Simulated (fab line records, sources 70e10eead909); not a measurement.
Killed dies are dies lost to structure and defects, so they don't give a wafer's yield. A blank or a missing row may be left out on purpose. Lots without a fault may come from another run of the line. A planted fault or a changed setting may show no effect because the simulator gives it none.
Which tool did it? | flow nand_harc | 24 lots, 72 wafers sampled, at 4 steps of a route of 1159

WHAT THE GAUGES READ, wafer by wafer
NHARC_P_CONTACT_INSPECT_27. Usual: raw_defect_count 299, standard deviation 130.
lot  | measured     | on                | raw_defect_count | flag
L075 | day 6 00:29  | defect_inspect-02 | 371 334 560      |
L074 | day 6 06:41  | defect_inspect-02 | 214 205 231      |
L076 | day 6 11:56  | defect_inspect-01 | 219 213 236      |
L077 | day 6 12:05  | defect_inspect-01 | 258 367 366      |
L079 | day 6 18:43  | defect_inspect-02 | 341 222 293      |
L078 | day 6 19:26  | defect_inspect-01 | 189 186 164      |
L080 | day 7 08:17  | defect_inspect-01 | 223 203 140      |
L081 | day 7 22:44  | defect_inspect-01 | 122 176 127      |
L082 | day 7 23:40  | defect_inspect-01 | 192 287 271      |
L083 | day 8 00:14  | defect_inspect-01 | 286 242 159      |
L084 | day 8 05:20  | defect_inspect-01 | 356 218 500      |
L089 | day 9 02:47  | defect_inspect-02 | 305 429 277      |
L086 | day 9 04:08  | defect_inspect-01 | 323 287 504      |
L085 | day 9 05:14  | defect_inspect-01 | 379 675 514      |
L087 | day 9 09:51  | defect_inspect-01 | 269 552 362      |
L088 | day 9 10:23  | defect_inspect-01 | 385 288 296      |
L090 | day 9 19:16  | defect_inspect-01 | 161 128 177      |
L091 | day 10 00:11 | defect_inspect-01 | 188 219 174      |
L092 | day 10 09:51 | defect_inspect-02 | 184 299 384      |
L094 | day 10 10:23 | defect_inspect-02 | 240 234 121      |
L093 | day 10 11:41 | defect_inspect-02 | 453 330 633      |
L095 | day 10 23:58 | defect_inspect-02 | 464 527 245      |
L096 | day 11 00:31 | defect_inspect-01 | 195 157 246      |
L097 | day 11 17:28 | defect_inspect-02 | 325 171 227      |

NHARC_P_M1_INSPECT_11. Usual: raw_defect_count 4.1, standard deviation 2.4.
lot  | measured     | on                | raw_defect_count | flag
L075 | day 6 05:37  | defect_inspect-01 | 2 7 4            |
L074 | day 6 11:51  | defect_inspect-02 | 7 5 2            |
L076 | day 6 17:04  | defect_inspect-02 | 4 7 2            |
L077 | day 6 17:28  | defect_inspect-02 | 5 6 4            |
L079 | day 6 23:49  | defect_inspect-01 | 5 14 5           |
L078 | day 7 00:35  | defect_inspect-01 | 3 2 6            |
L080 | day 7 13:13  | defect_inspect-01 | 1 2 3            |
L081 | day 8 04:08  | defect_inspect-01 | 6 8 6            |
L082 | day 8 04:54  | defect_inspect-01 | 8 7 8            |
L083 | day 8 05:31  | defect_inspect-02 | 3 5 3            |
L084 | day 8 10:30  | defect_inspect-02 | 4 1 2            |
L089 | day 9 07:55  | defect_inspect-02 | 3 1 4            |
L086 | day 9 09:05  | defect_inspect-01 | 4 3 0            |
L085 | day 9 10:17  | defect_inspect-02 | 0 4 7            |
L087 | day 9 15:11  | defect_inspect-01 | 3 2 2            |
L088 | day 9 15:31  | defect_inspect-02 | 1 2 3            |
L090 | day 10 00:05 | defect_inspect-02 | 3 2 3            |
L091 | day 10 05:09 | defect_inspect-01 | 4 2 3            |
L092 | day 10 14:52 | defect_inspect-02 | 3 4 2            |
L094 | day 10 15:33 | defect_inspect-02 | 6 4 1            |
L093 | day 10 16:47 | defect_inspect-02 | 3 3 2            |
L095 | day 11 05:05 | defect_inspect-02 | 3 5 8            |
L096 | day 11 05:37 | defect_inspect-02 | 3 4 2            |
L097 | day 11 22:28 | defect_inspect-02 | 12 9 5           |

WHICH TOOL RAN EACH LOT (tool, then ch and the chambers of the sampled wafers, then the start)
lot  | NHARC_P_CONTACT_DEP_00                     | NHARC_P_CONTACT_ALD_22
L075 | pecvd-01 ch 0,1,2, day 5 19:31 or earlier  | ald_metal-01 ch 0,3, day 5 19:31
L074 | pecvd-01 ch 0,2, day 5 20:25 or earlier    | ald_metal-02 ch 1,3, day 5 20:25
L076 | pecvd-01 ch 0,1,2, day 6 06:16 or earlier  | ald_metal-01 ch 0,1,3, day 6 06:16
L077 | pecvd-02 ch 0,1,2, day 6 07:16 or earlier  | ald_metal-02 ch 0,1,3, day 6 07:16
L079 | pecvd-01 ch 0,2, day 6 16:11 or earlier    | ald_metal-02 ch 0,1, day 6 16:11
L078 | pecvd-02 ch 0,1, day 6 16:50 or earlier    | ald_metal-03 ch 1,2,3, day 6 16:50
L080 | pecvd-03 ch 0,1,2, day 7 03:37 or earlier  | ald_metal-02 ch 1,2,3, day 7 03:37
L081 | pecvd-01 ch 0,2, day 7 17:01 or earlier    | ald_metal-02 ch 1,2,3, day 7 17:01
L082 | pecvd-01 ch 0,1,2, day 7 22:23 or earlier  | ald_metal-01 ch 0,1,3, day 7 22:23
L083 | pecvd-01 ch 0,2, day 7 22:58 or earlier    | ald_metal-02 ch 0,1,2, day 7 22:58
L084 | pecvd-03 ch 0,2, day 8 03:15 or earlier    | ald_metal-03 ch 1,2, day 8 03:15
L089 | pecvd-01 ch 0,1, day 9 01:31 or earlier    | ald_metal-01 ch 1,2, day 9 01:31
L086 | pecvd-03 ch 0,2, day 9 02:54 or earlier    | ald_metal-01 ch 0,1, day 9 02:54
L085 | pecvd-02 ch 0,1, day 9 03:59 or earlier    | ald_metal-03 ch 1,2,3, day 9 03:59
L087 | pecvd-02 ch 0,1, day 9 08:37 or earlier    | ald_metal-01 ch 1,2,3, day 9 08:37
L088 | pecvd-02 ch 1,2, day 9 09:02 or earlier    | ald_metal-03 ch 0,1, day 9 09:02
L090 | pecvd-01 ch 0,2, day 9 14:34 or earlier    | ald_metal-02 ch 1,3, day 9 14:34
L091 | pecvd-03 ch 0,1, day 9 20:34 or earlier    | ald_metal-02 ch 0,1,2, day 9 20:34
L092 | pecvd-01 ch 0,1,2, day 10 06:44 or earlier | ald_metal-01 ch 0,3, day 10 06:44
L094 | pecvd-01 ch 0,1,2, day 10 07:40 or earlier | ald_metal-03 ch 0,1,2, day 10 07:40
L093 | pecvd-03 ch 0,1,2, day 10 08:55 or earlier | ald_metal-02 ch 1,2, day 10 08:55
L095 | pecvd-03 ch 0,1,2, day 10 22:46 or earlier | ald_metal-01 ch 0,2,3, day 10 22:46
L096 | pecvd-01 ch 0,1, day 10 22:53 or earlier   | ald_metal-02 ch 0,1,3, day 10 22:53
L097 | pecvd-02 ch 1,2, day 11 13:19 or earlier   | ald_metal-02 ch 0,1, day 11 13:19
- NHARC_P_CONTACT_DEP_00: deposits SiO2, target thk 500 nm.
- NHARC_P_CONTACT_ALD_22: deposits TiN, target thk 3 nm, pulse time 1 s, ald cycles 150.

WHAT THE TOOLS THEMSELVES READ (means of the sampled wafers that have a number; where no wafer has one, the mark that the record gives instead)
NHARC_P_CONTACT_DEP_00. Usual: heater_power_w 541 W, standard deviation 92; throttle_valve_pct 15.9 %, standard deviation 0.54.
lot  | tool     | heater_power_w (W) | throttle_valve_pct (%) | flag
L075 | pecvd-01 | 522                | 15.9                   |
L074 | pecvd-01 | 582                | 15.7                   |
L076 | pecvd-01 | 584                | 15.7                   |
L077 | pecvd-02 | 485                | 15.8                   |
L079 | pecvd-01 | 643                | 15.8                   |
L078 | pecvd-02 | 463                | 16.2                   |
L080 | pecvd-03 | 573                | 16.1                   |
L081 | pecvd-01 | 547                | 15.7                   |
L082 | pecvd-01 | 508                | 15.8                   |
L083 | pecvd-01 | 590                | 15.8                   |
L084 | pecvd-03 | 563                | 16.7                   |
L089 | pecvd-01 | 486                | 15.9                   |
L086 | pecvd-03 | 545                | 16.8                   |
L085 | pecvd-02 | 414                | 15.3                   |
L087 | pecvd-02 | 501                | 15.5                   |
L088 | pecvd-02 | 502                | 15.9                   |
L090 | pecvd-01 | 615                | 15.7                   |
L091 | pecvd-03 | 669                | 16.0                   |
L092 | pecvd-01 | 563                | 16.0                   |
L094 | pecvd-01 | 558                | 15.9                   |
L093 | pecvd-03 | 616                | 16.4                   |
L095 | pecvd-03 | 616                | 16.5                   |
L096 | pecvd-01 | 452                | 16.0                   |
L097 | pecvd-02 | 539                | 15.9                   |

NHARC_P_CONTACT_ALD_22. Usual: heater_power_w 1121 W, standard deviation 85; precursor_pulse_height_rel 1.002, standard deviation 0.019.
lot  | tool         | heater_power_w (W) | precursor_pulse_height_rel | flag
L075 | ald_metal-01 | 1129               | 1.004                      |
L074 | ald_metal-02 | 1080               | 1.022                      |
L076 | ald_metal-01 | 1170               | 1.025                      |
L077 | ald_metal-02 | 1138               | 1.001                      |
L079 | ald_metal-02 | 1093               | 1.016                      |
L078 | ald_metal-03 | 1153               | 1.012                      |
L080 | ald_metal-02 | 1098               | 1.000                      |
L081 | ald_metal-02 | 1095               | 1.011                      |
L082 | ald_metal-01 | 1149               | 0.994                      |
L083 | ald_metal-02 | 1117               | 1.003                      |
L084 | ald_metal-03 | 1088               | 0.978                      |
L089 | ald_metal-01 | 1158               | 1.016                      |
L086 | ald_metal-01 | 1143               | 1.014                      |
L085 | ald_metal-03 | 1139               | 0.997                      |
L087 | ald_metal-01 | 1190               | 0.998                      |
L088 | ald_metal-03 | 1058               | 0.989                      |
L090 | ald_metal-02 | 1084               | 1.007                      |
L091 | ald_metal-02 | 1140               | 1.012                      |
L092 | ald_metal-01 | 1179               | 0.996                      |
L094 | ald_metal-03 | 1039               | 0.989                      |
L093 | ald_metal-02 | 1098               | 0.980                      |
L095 | ald_metal-01 | 1150               | 1.010                      |
L096 | ald_metal-02 | 1119               | 0.983                      |
L097 | ald_metal-02 | 1158               | 0.997                      |

THE ANSWER, worked out from the rows above alone
Rule: a lot is off if the mean of its wafers that have a number lies more than 3 standard deviations from the usual mean. A lot without any number at a reading at which 4 lots or more have one is off too. The other lots that the step has rows for count as sound. The gauges are gone through in route order, then the tools' own readings, and for those a lot's mean is taken as printed above. The first step at which some lot is off is used, and at that step the reading that is off furthest; a lot without a number counts as furthest.
No lot is off at any reading shown: from this, nothing can be told.

WHAT THE SIMULATOR HAD PUT IN
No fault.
